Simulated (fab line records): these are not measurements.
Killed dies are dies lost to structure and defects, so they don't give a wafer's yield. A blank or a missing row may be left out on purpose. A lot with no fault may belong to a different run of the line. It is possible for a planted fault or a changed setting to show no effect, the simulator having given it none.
fab line records + flow n5Finfet
record
- lots=9
- wafers=25
- lastDay=17
route steps=1938 shown BEOL_M3@955 BEOL_M4@1111 PASSIVATION@1936
lots that met no fault: taken from a fault-free run of the same line
startH: start of the lot's first displayed wafer, in hours after the record's first day + waitH: hours since the lot's step before + " unchanged from the row above + L1.1+2: several wafers, shown together as one row + - no value, or no start was given + * or withheld: withheld + < > ~ a bound
route shown NAME@n: NAME is a module with steps in the file, n the number in the route of the first one + usual: the fault-free wafers' mean and standard deviation + same: alike in all rows + chamber/n: place in a boat + sites: the reading at each site + _std_site: their standard deviation + _edge_site: outer sites' mean less inner sites' + radiusMm: how far each site lies from the wafer's centre + mask NAME#n: copy n + behind: the most recent tool/chamber to have shaped the wafer + hold: what put the lot on hold/how long, in hours/how the hold closed + device: transistor that didn't switch, given as n, p or np + end of line: at the end of the route, the tests of the same wafers + a step with no rows: only its recipe + killed: the dies lost at the first sort to structure and to defects; this is not the yield of the wafer + map: dies across one wafer; x = killed, . = not, _ = none there
set.NAME: the run value of the setting; set.NAME@STEP: its run value at that earlier step + model.NAME: the simulator's own value behind a step, which no gauge read
route steps across a sampled set of lots; one table per step, one row per wafer
services: a tool's chamber out of use, with start hour (startH, from the record's first day; less than 0 if before it), hours out, and reason
## steps
# step N5_BEOL_M3_STRIP_19
# recipe
- chemistry=O2
- powerW=400
- tempC=40
- pressureMtorr=30
- rfFrequencyHz=6e+07
- biasPowerW=0
- overashFraction=0.2
- o2FlowSccm=225
# usual
- chamberPressureMTorr=29.999/0.029
- drypumpMotorCurrentA=5.8/0.38
- oesProductAu=0.80/0.066
- rfVppV=3.7/0.47
- showerheadPlenumPTorr=2.12/0.088
- throttleValvePct=16.65/0.25
| lot.wafer | tool       | chamber | startH | waitH | chamberPressureMTorr | drypumpMotorCurrentA | oesProductAu | rfHoursCounterH | rfVppV | showerheadPlenumPTorr | throttleValvePct |
|-----------|------------|---------|--------|-------|----------------------|----------------------|--------------|-----------------|--------|-----------------------|------------------|
| L346.2    | rieDiel-02 | 3       | 159.62 | 0.1   | 30.051               | 5.9                  | 0.83         | 67              | 3.4    | 2.23                  | 16.26            |
| L346.3    | "          | 1       | "      | "     | 29.971               | 5.6                  | 0.91         | 38              | 3.5    | 2.25                  | 16.44            |
| L346.6    | "          | 3       | "      | "     | 30.028               | 5.9                  | 0.83         | -               | 4.3    | 2.23                  | 16.26            |
| L348.1    | rieDiel-02 | 2       | 171.21 | 0.1   | 30.006               | 6.5                  | 0.81         | 77              | 4.1    | 2.04                  | 17.01            |
| L348.4    | "          | 0       | "      | "     | 29.959               | 5.1                  | 0.76         | 153             | 3.2    | 2.21                  | 16.99            |
| L348.6    | "          | 1       | "      | "     | 29.968               | 5.6                  | 0.90         | -               | 4.6    | 2.25                  | 16.47            |
| L350.2    | rieDiel-04 | 0       | 181.72 | 0.1   | 30.038               | 5.6                  | 0.93         | 14              | 3.6    | 2.07                  | 16.38            |
| L350.3    | "          | 2       | "      | "     | 30.010               | 5.3                  | 0.81         | 93              | 3.3    | 2.02                  | 16.72            |
| L350.4    | "          | 1       | "      | "     | 29.963               | 5.5                  | 0.71         | 211             | 4.1    | 2.06                  | 16.67            |
| L356.3    | rieDiel-06 | 2       | 226.58 | 0.1   | 29.958               | 6.0                  | 0.80         | 94              | 3.9    | 2.22                  | 16.57            |
| L356.5    | "          | 3       | "      | "     | 30.041               | 5.6                  | 0.74         | -               | 2.7    | 2.18                  | 16.67            |
| L361.1    | rieDiel-06 | 2       | 252.15 | 0.1   | 29.983               | 6.0                  | 0.80         | 102             | 3.2    | 2.22                  | 16.59            |
| L361.2    | "          | 3       | "      | "     | 30.025               | 5.6                  | 0.74         | 184             | 4.5    | 2.18                  | 16.68            |
| L361.6    | "          | 0       | "      | "     | 30.005               | 5.6                  | 0.70         | -               | 3.1    | 2.01                  | 16.96            |
| L362.3    | rieDiel-04 | 3       | 256.13 | 0.1   | 30.018               | 6.0                  | 0.85         | 46              | 3.5    | 2.13                  | 16.73            |
| L362.4    | "          | 2       | "      | "     | 29.967               | 5.4                  | 0.80         | 116             | 2.8    | 2.01                  | 16.77            |
| L363.1    | rieDiel-04 | 3       | 273.40 | 0.1   | 30.007               | 6.0                  | 0.84         | 51              | 3.5    | 2.13                  | 16.73            |
| L363.5    | "          | 0       | "      | "     | 29.971               | 5.6                  | 0.87         | -               | 4.0    | 2.06                  | 16.43            |
| L363.6    | "          | 3       | "      | "     | 30.021               | 6.0                  | 0.85         | -               | 3.9    | 2.13                  | 16.74            |
| L364.2    | rieDiel-06 | 1       | 278.32 | 0.1   | 30.015               | 6.2                  | 0.81         | 81              | 4.2    | 2.03                  | 16.38            |
| L364.3    | "          | 3       | "      | "     | 30.000               | 5.6                  | 0.73         | 193             | 3.9    | 2.17                  | 16.70            |
| L364.5    | "          | 2       | "      | "     | 29.988               | 6.0                  | 0.80         | -               | 4.1    | 2.22                  | 16.63            |
| L366.2    | rieDiel-02 | 3       | 281.49 | 0.1   | 29.989               | 5.9                  | 0.80         | 94              | 2.9    | 2.22                  | 16.30            |
| L366.3    | "          | 1       | "      | "     | 30.027               | 5.6                  | 0.85         | 79              | 3.3    | 2.24                  | 16.53            |
| L366.6    | "          | 3       | "      | "     | 30.023               | 5.9                  | 0.80         | -               | 3.9    | 2.22                  | 16.32            |
# step N5_BEOL_M3_ETCH_77
# recipe
- chemistry=N2/H2
- target=underlayer
- targetDepthA=65
- maskMaterial=CAR-EUV
- timeS=5.2
- ionEnergyEv=200
- pressureMtorr=30
- sourceW=840
- biasW=150
- n2FlowSccm=200
- h2FlowSccm=200
- ends=cleared
# usual
- chamberPressureMTorr=30.00/0.042
- drypumpMotorCurrentA=5.7/0.34
- etchRfOnTimeS=5.22/0.12
- h2FlowSccm=200.0/0.64
- oesProductAu=0.69/0.065
- rfFwdPowerW=819.7/2.5
- rfVppV=524.2/2.8
- showerheadPlenumPTorr=2.54/0.092
- throttleValvePct=17.77/0.23
| lot.wafer | tool       | chamber | startH | waitH | chamberPressureMTorr | drypumpMotorCurrentA | etchRfOnTimeS | h2FlowSccm | oesProductAu | rfFwdPowerW | rfHoursCounterH | rfVppV | showerheadPlenumPTorr | throttleValvePct |
|-----------|------------|---------|--------|-------|----------------------|----------------------|---------------|------------|--------------|-------------|-----------------|--------|-----------------------|------------------|
| L346.2    | rieDiel-02 | 0       | 160.17 | 0.0   | 29.95                | 5.1                  | 5.08          | 201.0      | 0.65         | 819.7       | 151             | 527.8  | 2.65                  | 18.00            |
| L346.3    | "          | 2       | "      | "     | 29.94                | 6.5                  | 5.32          | 200.2      | 0.69         | 821.3       | 74              | 523.5  | 2.47                  | 18.15            |
| L346.6    | "          | 3       | "      | "     | 29.99                | 5.9                  | 5.18          | 200.3      | 0.71         | 817.9       | -               | 528.0  | 2.68                  | 17.24            |
| L348.1    | rieDiel-04 | 2       | 171.97 | 0.0   | 30.05                | 5.3                  | 5.09          | 200.7      | 0.71         | 821.7       | 90              | 521.5  | 2.45                  | 17.92            |
| L348.4    | "          | 1       | "      | "     | 30.04                | 5.5                  | 5.35          | 199.0      | 0.59         | 817.8       | 208             | 527.6  | 2.50                  | 17.80            |
| L348.6    | "          | 3       | "      | "     | 29.99                | 6.0                  | 5.04          | 200.2      | 0.78         | 819.0       | -               | 525.8  | 2.58                  | 17.82            |
| L350.2    | rieDiel-02 | 0       | 182.27 | 0.0   | 30.04                | 5.1                  | 5.03          | 199.8      | 0.65         | 819.0       | 157             | 526.6  | 2.65                  | 18.05            |
| L350.3    | "          | 1       | "      | "     | 29.97                | 5.6                  | 5.25          | 200.7      | 0.75         | 822.6       | 45              | 529.5  | 2.71                  | 17.73            |
| L350.4    | "          | 2       | "      | "     | 30.08                | 6.5                  | 5.27          | 199.4      | 0.69         | 819.5       | 80              | 521.2  | 2.47                  | 18.19            |
| L356.3    | rieDiel-04 | 2       | 227.12 | 0.0   | 30.06                | 5.4                  | 5.07          | 199.8      | 0.70         | 819.8       | 107             | 523.3  | 2.44                  | 17.96            |
| L356.5    | "          | 0       | "      | "     | 29.96                | 5.7                  | 5.13          | 199.1      | 0.78         | 819.0       | -               | 522.7  | 2.49                  | 17.50            |
| L361.1    | rieDiel-06 | 2       | 252.84 | 0.0   | 30.01                | 6.0                  | 5.34          | 200.1      | 0.67         | 818.6       | 102             | 527.0  | 2.65                  | 17.51            |
| L361.2    | "          | 1       | "      | "     | 30.03                | 6.2                  | 5.15          | 200.3      | 0.73         | 823.5       | 71              | 521.4  | 2.49                  | 17.60            |
| L361.6    | "          | 0       | "      | "     | 29.98                | 5.7                  | 5.40          | 198.9      | 0.60         | 819.8       | -               | 521.3  | 2.40                  | 17.95            |
| L362.3    | rieDiel-06 | 2       | 256.69 | 0.0   | 29.97                | 6.0                  | 5.36          | 199.1      | 0.68         | 818.8       | 103             | 525.1  | 2.65                  | 17.55            |
| L362.4    | "          | 1       | "      | "     | 30.02                | 6.2                  | 5.22          | 200.0      | 0.71         | 821.7       | 72              | 524.9  | 2.49                  | 17.59            |
| L363.1    | rieDiel-04 | 3       | 274.13 | 0.0   | 30.02                | 6.0                  | 5.07          | 199.0      | 0.75         | 820.4       | 51              | 525.4  | 2.57                  | 17.88            |
| L363.5    | "          | 0       | "      | "     | 29.99                | 5.6                  | 5.25          | 200.5      | 0.75         | 824.2       | -               | 520.9  | 2.48                  | 17.54            |
| L363.6    | "          | 3       | "      | "     | 29.97                | 6.0                  | 5.02          | 200.1      | 0.74         | 816.5       | -               | 527.3  | 2.57                  | 17.91            |
| L364.2    | rieDiel-02 | 3       | 278.99 | 0.0   | 29.93                | 5.9                  | 5.20          | 200.1      | 0.70         | 818.9       | 93              | 527.1  | 2.67                  | 17.28            |
| L364.3    | "          | 0       | "      | "     | 29.99                | 5.1                  | 5.06          | 200.0      | 0.63         | 820.6       | 188             | 526.3  | 2.64                  | 18.10            |
| L364.5    | "          | 1       | "      | "     | 30.04                | 5.6                  | 5.31          | 200.5      | 0.71         | 819.5       | -               | 529.3  | 2.70                  | 17.77            |
| L366.2    | rieDiel-06 | 3       | 282.10 | 0.0   | 30.03                | 5.6                  | 5.31          | 200.8      | 0.62         | 818.8       | 195             | 525.6  | 2.63                  | 17.79            |
| L366.3    | "          | 1       | "      | "     | 29.99                | 6.2                  | 5.14          | 201.3      | 0.70         | 821.0       | 83              | 522.6  | 2.48                  | 17.62            |
| L366.6    | "          | 3       | "      | "     | 29.97                | 5.6                  | 5.33          | 200.0      | 0.62         | 816.8       | -               | 526.9  | 2.63                  | 17.82            |
# step N5_BEOL_M3_TRENCH_ETCH_37
# recipe
- chemistry=C4F6/O2
- targetDepthA=555.55
- target=SiOC
- timeS=29.2
- ionEnergyEv=250
- pressureMtorr=30
- sourceW=355
- biasW=185
- Ar_flow_sccm=300
- C4F6_flow_sccm=10
- O2_flow_sccm=10
# usual
- chamberPressureMTorr=29.999/0.026
- drypumpMotorCurrentA=5.7/0.38
- oesProductAu=0.81/0.067
- rfFwdPowerW=348.8/1.8
- rfVppV=662/8.8
- showerheadPlenumPTorr=2.87/0.11
- throttleValvePct=20.80/0.27
| lot.wafer | tool       | chamber | startH | waitH | chamberPressureMTorr | drypumpMotorCurrentA | oesProductAu | rfFwdPowerW | rfHoursCounterH | rfVppV | showerheadPlenumPTorr | throttleValvePct |
|-----------|------------|---------|--------|-------|----------------------|----------------------|--------------|-------------|-----------------|--------|-----------------------|------------------|
| L346.2    | rieDiel-02 | 2       | 169.19 | -     | 30.035               | 6.5                  | 0.80         | 346.6       | 76              | 655    | 2.75                  | 21.10            |
| L346.3    | "          | 0       | "      | "     | 30.012               | 5.1                  | 0.76         | 347.8       | 153             | 670    | 2.99                  | 21.22            |
| L346.6    | "          | 0       | "      | "     | 29.996               | 5.1                  | 0.76         | 349.3       | -               | 668    | 2.99                  | 21.23            |
| L348.1    | rieDiel-04 | 1       | 174.62 | -     | 29.974               | 5.5                  | 0.71         | 348.9       | 209             | 673    | 2.83                  | 20.95            |
| L348.4    | "          | 0       | "      | "     | 29.954               | 5.7                  | 0.93         | 346.7       | 12              | 671    | 2.77                  | 20.43            |
| L348.6    | "          | 3       | "      | "     | 30.007               | 6.0                  | 0.91         | 349.1       | -               | 650    | 2.89                  | 20.86            |
| L350.2    | rieDiel-06 | 3       | 183.92 | -     | 30.008               | 5.6                  | 0.75         | 349.5       | 162             | 678    | 2.93                  | 20.64            |
| L350.3    | "          | 0       | "      | "     | 30.007               | 5.6                  | 0.71         | 349.3       | 198             | 663    | 2.70                  | 20.88            |
| L350.4    | "          | 2       | "      | "     | 29.987               | 6.0                  | 0.82         | 346.7       | -               | 671    | 2.99                  | 20.63            |
| L356.3    | rieDiel-06 | 3       | 228.56 | -     | 30.028               | 5.6                  | 0.75         | 347.1       | 176             | 677    | 2.93                  | 20.67            |
| L356.5    | "          | 2       | "      | "     | 30.033               | 6.0                  | 1.01         | 347.6       | -               | 671    | 2.98                  | 20.68            |
| L362.3    | rieDiel-04 | 2       | 261.56 | -     | 30.040               | 5.3                  | 0.79         | 349.1       | 118             | 656    | 2.74                  | 20.95            |
| L362.4    | "          | 1       | "      | "     | 30.005               | 5.6                  | 0.68         | 348.0       | 234             | 673    | 2.82                  | 20.98            |
| L361.1    | rieDiel-02 | 1       | 262.03 | -     | 30.065               | 5.6                  | 0.85         | 352.0       | 72              | 653    | 3.00                  | 20.57            |
| L361.2    | "          | 2       | "      | "     | 29.985               | 6.5                  | 0.76         | 349.0       | 109             | 653    | 2.73                  | 21.16            |
| L361.6    | "          | 2       | "      | "     | 30.015               | 6.5                  | 0.76         | 350.0       | -               | 655    | 2.73                  | 21.16            |
| L363.1    | rieDiel-02 | 2       | 277.03 | -     | 30.030               | 6.5                  | 0.76         | 347.4       | 114             | 655    | 2.73                  | 21.16            |
| L363.5    | "          | 0       | "      | "     | 30.017               | 5.1                  | 0.72         | 347.7       | -               | 668    | 2.98                  | 21.28            |
| L363.6    | "          | 1       | "      | "     | 30.041               | 5.6                  | 0.86         | 352.3       | -               | 654    | 2.99                  | 20.58            |
| L364.2    | rieDiel-02 | 1       | 281.09 | -     | 29.991               | 5.6                  | 0.85         | 351.6       | 78              | 654    | 2.99                  | 20.58            |
| L364.3    | "          | 3       | "      | "     | 29.988               | 5.9                  | 0.80         | 346.2       | 94              | 661    | 3.01                  | 20.49            |
| L364.5    | "          | 3       | "      | "     | 30.010               | 5.9                  | 0.81         | 348.0       | -               | 661    | 3.01                  | 20.48            |
| L366.2    | rieDiel-04 | 3       | 282.70 | -     | 30.020               | 6.0                  | 0.86         | 352.4       | 55              | 650    | 2.88                  | 20.94            |
| L366.3    | "          | 2       | "      | "     | 30.040               | 5.4                  | 0.79         | 348.9       | 124             | 656    | 2.73                  | 20.95            |
| L366.6    | "          | 2       | "      | "     | 29.986               | 5.4                  | 0.78         | 348.0       | -               | 657    | 2.74                  | 20.94            |
# step N5_BEOL_M3_OCD_MEAS_38
# usual
- trenchDepthNm=55.3/0.85
| lot.wafer | tool   | chamber | startH | waitH | trenchDepthNm |
|-----------|--------|---------|--------|-------|---------------|
| L346.2    | ocd-02 | -       | 169.34 | -     | 54.9          |
| L346.3    | "      | -       | "      | "     | 57.3          |
| L346.6    | "      | -       | "      | "     | 56.7          |
| L348.1    | ocd-02 | -       | 174.77 | -     | 54.6          |
| L348.4    | "      | -       | "      | "     | 55.6          |
| L348.6    | "      | -       | "      | "     | 55.7          |
| L350.2    | ocd-02 | -       | 184.07 | -     | 54.6          |
| L350.3    | "      | -       | "      | "     | 53.7          |
| L350.4    | "      | -       | "      | "     | 55.0          |
| L356.3    | ocd-01 | -       | 228.72 | -     | 54.7          |
| L356.5    | "      | -       | "      | "     | 76.1          |
| L362.3    | ocd-02 | -       | 261.71 | -     | 55.2          |
| L362.4    | "      | -       | "      | "     | 54.1          |
| L361.1    | ocd-02 | -       | 262.19 | -     | 55.3          |
| L361.2    | "      | -       | "      | "     | 54.5          |
| L361.6    | "      | -       | "      | "     | 54.1          |
| L363.1    | ocd-02 | -       | 277.18 | -     | 54.4          |
| L363.5    | "      | -       | "      | "     | 56.4          |
| L363.6    | "      | -       | "      | "     | 56.2          |
| L364.2    | ocd-01 | -       | 281.25 | -     | 55.7          |
| L364.3    | "      | -       | "      | "     | 55.8          |
| L364.5    | "      | -       | "      | "     | 55.8          |
| L366.2    | ocd-01 | -       | 282.85 | -     | 56.0          |
| L366.3    | "      | -       | "      | "     | 55.1          |
| L366.6    | "      | -       | "      | "     | 54.4          |
# step N5_BEOL_M3_SURFACE_TREAT_85
# recipe
- gas=Ar
- timeS=*
- ionEnergyEv=*
- ionCurrentMaCm2=0.5
- pressureMtorr=*
- arFlowSccm=30
# usual
- throttleValvePct=*
| lot.wafer | tool          | chamber | startH | waitH | throttleValvePct |
|-----------|---------------|---------|--------|-------|------------------|
| L346.2    | pvdSputter-01 | -       | 170.73 | 0.1   | *                |
| L346.3    | "             | -       | "      | "     | *                |
| L346.6    | "             | -       | "      | "     | *                |
| L348.1    | pvdSputter-03 | -       | 175.49 | 0.1   | *                |
| L348.4    | "             | -       | "      | "     | *                |
| L348.6    | "             | -       | "      | "     | *                |
| L350.2    | pvdSputter-02 | -       | 184.74 | 0.2   | *                |
| L350.3    | "             | -       | "      | "     | *                |
| L350.4    | "             | -       | "      | "     | *                |
| L356.3    | pvdSputter-02 | -       | 229.66 | 0.3   | *                |
| L356.5    | "             | -       | "      | "     | *                |
| L362.3    | pvdSputter-02 | -       | 262.52 | 0.2   | *                |
| L362.4    | "             | -       | "      | "     | *                |
| L361.1    | pvdSputter-02 | -       | 262.86 | 0.3   | *                |
| L361.2    | "             | -       | "      | "     | *                |
| L361.6    | "             | -       | "      | "     | *                |
| L363.1    | pvdSputter-03 | -       | 277.94 | 0.2   | *                |
| L363.5    | "             | -       | "      | "     | *                |
| L363.6    | "             | -       | "      | "     | *                |
| L364.2    | pvdSputter-02 | -       | 282.15 | 0.1   | *                |
| L364.3    | "             | -       | "      | "     | *                |
| L364.5    | "             | -       | "      | "     | *                |
| L366.2    | pvdSputter-03 | -       | 283.76 | 0.1   | *                |
| L366.3    | "             | -       | "      | "     | *                |
| L366.6    | "             | -       | "      | "     | *                |
# step N5_BEOL_M4_RC_MEAS_101
# usual
- DIBL_N=37.1/1.9
- DIBL_P=37.2/2.3
- IOFF_N=0.18/0.04
- IOFF_P=0.23/0.044
- ION_N=682/11
- ION_P=468/8.6
- SS_N=71.9/0.68
- SS_P=73.5/0.74
- VT_N=248/3.4
- VT_P=-248/3.4
| lot.wafer | tool      | chamber | startH | waitH | DIBL_N[mV/V] | DIBL_P[mV/V] | IOFF_N[nA/um] | IOFF_P[nA/um] | ION_N[uA/um] | ION_P[uA/um] | SS_N[mV/dec] | SS_P[mV/dec] | VT_N[mV] | VT_P[mV] |
|-----------|-----------|---------|--------|-------|--------------|--------------|---------------|---------------|--------------|--------------|--------------|--------------|----------|----------|
| L346.2    | prober-02 | 0       | 187.97 | 0.2   | 38.1         | 37.6         | 0.21          | 0.31          | 687          | 479          | 72.3         | 74.1         | 246      | -240     |
| L346.3    | "         | 0       | "      | "     | 35.6         | 34.7         | 0.15          | 0.24          | 673          | 473          | 71.4         | 73.8         | 248      | -245     |
| L346.6    | "         | 0       | "      | "     | 35.8         | 34.2         | 0.16          | 0.24          | 680          | 473          | 70.9         | 73.1         | 247      | -246     |
| L348.1    | prober-01 | 0       | 192.99 | 0.0   | 40.9         | 38.9         | 0.24          | 0.29          | 696          | 474          | 72.2         | 73.9         | 242      | -246     |
| L348.4    | "         | 0       | "      | "     | 38.7         | 35.7         | 0.19          | 0.22          | 677          | 460          | 71.5         | 72.8         | 246      | -248     |
| L348.6    | "         | 0       | "      | "     | 39.4         | 37.6         | 0.19          | 0.25          | 678          | 463          | 71.9         | 73.9         | 248      | -248     |
| L350.2    | prober-02 | 0       | 198.42 | 0.2   | 32.9         | 33.4         | 0.11          | 0.16          | 660          | 455          | 70.7         | 72.0         | 254      | -254     |
| L350.3    | "         | 0       | "      | "     | 35.6         | 35.8         | 0.16          | 0.19          | 679          | 461          | 71.8         | 72.5         | 248      | -252     |
| L350.4    | "         | 0       | "      | "     | 34.9         | 34.8         | 0.15          | 0.17          | 670          | 460          | 72.0         | 72.5         | 249      | -254     |
| L356.3    | prober-01 | 0       | 242.83 | 0.3   | 39.1         | 38.0         | 0.21          | 0.27          | 678          | 468          | 71.9         | 73.6         | 245      | -246     |
| L356.5    | "         | 0       | "      | "     | 37.9         | 37.9         | 0.20          | 0.28          | 696          | 480          | 71.8         | 73.4         | 245      | -246     |
| L362.3    | prober-01 | 0       | 276.53 | 0.3   | 36.9         | 35.7         | 0.17          | 0.18          | 666          | 444          | 73.2         | 73.4         | 250      | -256     |
| L362.4    | "         | 0       | "      | "     | 37.8         | 35.7         | 0.19          | 0.19          | 670          | 452          | 73.0         | 73.2         | 251      | -253     |
| L361.1    | prober-01 | 0       | 280.75 | 0.0   | 38.3         | 37.5         | 0.19          | 0.26          | 698          | 484          | 71.2         | 74.0         | 245      | -244     |
| L361.2    | "         | 0       | "      | "     | 40.2         | 38.8         | 0.24          | 0.30          | 688          | 465          | 72.5         | 74.3         | 244      | -245     |
| L361.6    | "         | 0       | "      | "     | 40.9         | 40.6         | 0.25          | 0.33          | 693          | 476          | 72.6         | 73.9         | 244      | -244     |
| L363.1    | prober-01 | 0       | 292.97 | 0.0   | 37.6         | 40.2         | 0.21          | 0.29          | 688          | 473          | 72.1         | 74.6         | 246      | -246     |
| L363.5    | "         | 0       | "      | "     | 37.4         | 39.5         | 0.19          | 0.26          | 681          | 464          | 71.8         | 74.0         | 247      | -246     |
| L363.6    | "         | 0       | "      | "     | 41.7         | 43.6         | 0.32          | 0.37          | 699          | 477          | 73.5         | 75.8         | 240      | -244     |
| L364.2    | prober-02 | 0       | 295.52 | 0.2   | 35.7         | 36.0         | 0.16          | 0.20          | 685          | 469          | 70.9         | 73.0         | 248      | -250     |
| L364.3    | "         | 0       | "      | "     | 40.3         | 39.2         | 0.23          | 0.24          | 684          | 461          | 72.7         | 74.4         | 245      | -252     |
| L364.5    | "         | 0       | "      | "     | 36.5         | 36.0         | 0.16          | 0.20          | 685          | 468          | 71.6         | 73.3         | 249      | -253     |
| L366.2    | prober-02 | 0       | 297.97 | 0.2   | 36.4         | 36.7         | 0.17          | 0.21          | 672          | 459          | 71.2         | 73.0         | 248      | -252     |
| L366.3    | "         | 0       | "      | "     | 36.8         | 36.7         | 0.17          | 0.22          | 671          | 454          | 72.2         | 73.5         | 248      | -250     |
| L366.6    | "         | 0       | "      | "     | 37.0         | 37.2         | 0.18          | 0.23          | 675          | 460          | 71.9         | 73.8         | 247      | -250     |
# step N5_PASSIVATION_PROBE_49
# usual
- defectLimitedYield=91.5/1.4
- killed_at_M0_to_M3=32/9.7
- killed_at_M4_up=14/5.3
- killedAtContacts=11/6
- killedAtFrontEnd=39/14
- killedAtOther=3.3/2.7
- killedDies=100/17
- killedOpen=66/13
- killedShort=32/7.4
- sort_bin_4_leakage=0.02/0.16
- sort_bin_5_function=4.9/0.9
- sort_bin_6_memory=3.2/0.72
- sortNPass=1080/17
- sortYieldPct=91.5/1.4
# same
- grossDies=1180
- killedAtBackSide=0
- sort_bin_8_speed[%]=0
| lot.wafer | tool      | chamber | startH | waitH | defectLimitedYield[%] | killed_at_M0_to_M3 | killed_at_M4_up | killedAtContacts | killedAtFrontEnd | killedAtOther | killedDies | killedOpen | killedShort | sort_bin_4_leakage[%] | sort_bin_5_function[%] | sort_bin_6_memory[%] | sortNPass | sortYieldPct[%] |
|-----------|-----------|---------|--------|-------|-----------------------|--------------------|-----------------|------------------|------------------|---------------|------------|------------|-------------|-----------------------|------------------------|----------------------|-----------|-----------------|
| L356.3    | prober-01 | -       | 337.49 | 0.1   | 91.9                  | 32                 | 14              | 8                | 37               | 4             | 95         | 67         | 28          | 0                     | 4.7                    | 3.0                  | 1085      | 91.9            |
# killed by level:class
L356.3 BEOL_M0_SAQP:geometricParticle:open=13 STI_FIN_REVEAL:geometricParticle:open=10 FIN_SAQP:geometricParticle:short=9 MOL_CONTACT_COAG:geometricParticle:open=7 BEOL_M3:geometricParticle:open=6 FIN_SAQP:geometricParticle:open=5 BEOL_M0_SAQP:geometricParticle:short=5 GATE_CUT:geometricParticle:short=4
## services
| tool          | chamber | startH | hours | kind   |
|---------------|---------|--------|-------|--------|
| pvdSputter-03 | -       | 139.16 | 3.7   | repair |
| rieDiel-02    | 3       | 139.39 | 2.0   | repair |
| rieDiel-04    | 3       | 146.43 | 9.5   | repair |
| rieDiel-06    | 1       | 181.26 | 7.0   | repair |
| rieDiel-06    | 2       | 187.71 | 4.6   | repair |
| rieDiel-02    | 3       | 240.22 | 32.8  | repair |
| rieDiel-04    | 1       | 279.44 | 3.4   | repair |
## key
firstSign
- step=N5_BEOL_M3_OCD_MEAS_38
- reading=trenchDepthNm
- direction=up
- sigmas=24
- usual=55.3
- struck=76.1
effect none on later readings
metAt N5_BEOL_M3_TRENCH_ETCH_37
struckLots L356
struckWafers L356.5
notActingAt N5_BEOL_M3_STRIP_19,N5_BEOL_M3_ETCH_77,N5_BEOL_M3_SURFACE_TREAT_85
onsetBetween 183.92 228.56
fault
- kind=processParameterDrift
- tool=rieDiel-06
- chamber=-
- onsetH=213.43
- steps=N5_BEOL_M3_TRENCH_ETCH_37
- channel=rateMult
- offset=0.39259
- shape=step
- endH=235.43
- scope=struckWafersOnly
